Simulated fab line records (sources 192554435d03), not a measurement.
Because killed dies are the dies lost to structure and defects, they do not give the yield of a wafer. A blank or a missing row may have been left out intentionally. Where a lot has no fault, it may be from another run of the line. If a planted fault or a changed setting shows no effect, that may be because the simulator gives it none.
Which tool is to blame? + flow n5Finfet + Sampling: 6 lots, 18 wafers, 2 of 1938 route steps

== WHAT THE GAUGES READ, wafer by wafer ==
N5_BEOL_M15_THK_MEAS_50: measures by xrf.
| lot  | measured     | on           | M15_THK (nm) |
|------|--------------|--------------|--------------|
| L221 | day 12 19:23 | filmMetro-02 | 821 827 808  |
| L223 | day 13 14:01 | filmMetro-02 | 817 820 817  |
| L227 | day 15 08:25 | filmMetro-01 | 848 856 846  |
| L233 | day 17 02:07 | filmMetro-01 | 864 850 863  |
| L239 | day 18 03:18 | filmMetro-01 | 856 836 827  |
| L241 | day 19 05:07 | filmMetro-01 | 856 839 819  |

== WHAT TOOL EACH LOT RAN ON (gives the tool, then ch and the chambers of the sampled wafers, and finally the start) ==
| lot  | N5_HKMG_FIN_PRECLEAN_83           |
|------|-----------------------------------|
| L221 | wetBench-05 ch 1,2,4, day 4 22:29 |
| L223 | wetBench-03 ch 1,2,3, day 5 08:06 |
| L227 | wetBench-03 ch 1,5,6, day 6 10:20 |
| L233 | wetBench-06 ch 0,1,4, day 7 22:06 |
| L239 | wetBench-03 ch 1,6,7, day 9 07:44 |
| L241 | wetBench-03 ch 3,6,7, day 9 19:25 |
- N5_HKMG_FIN_PRECLEAN_83: cleans in DIW, time 57.5 s.

== THE ANSWER, worked out from the rows above alone ==
Rule: the usual values come from the lots themselves. Put in order of their means at a reading, lots are off if they are a third of the lots or fewer, leave a main group of 4 or more, and stand apart from it by a gap of 3 or more times the standard deviation of the main group's means; of several such gaps the widest counts. A main group whose means are all the same, to the digits that the tables above print for the reading, isn't used. Also off: a lot with no number at a reading for which 4 or more lots have one. All remaining lots with rows at the step are treated as sound.
No lot is off at any reading shown: from this, nothing can be told.

== WHAT THE SIMULATOR PUT IN ==
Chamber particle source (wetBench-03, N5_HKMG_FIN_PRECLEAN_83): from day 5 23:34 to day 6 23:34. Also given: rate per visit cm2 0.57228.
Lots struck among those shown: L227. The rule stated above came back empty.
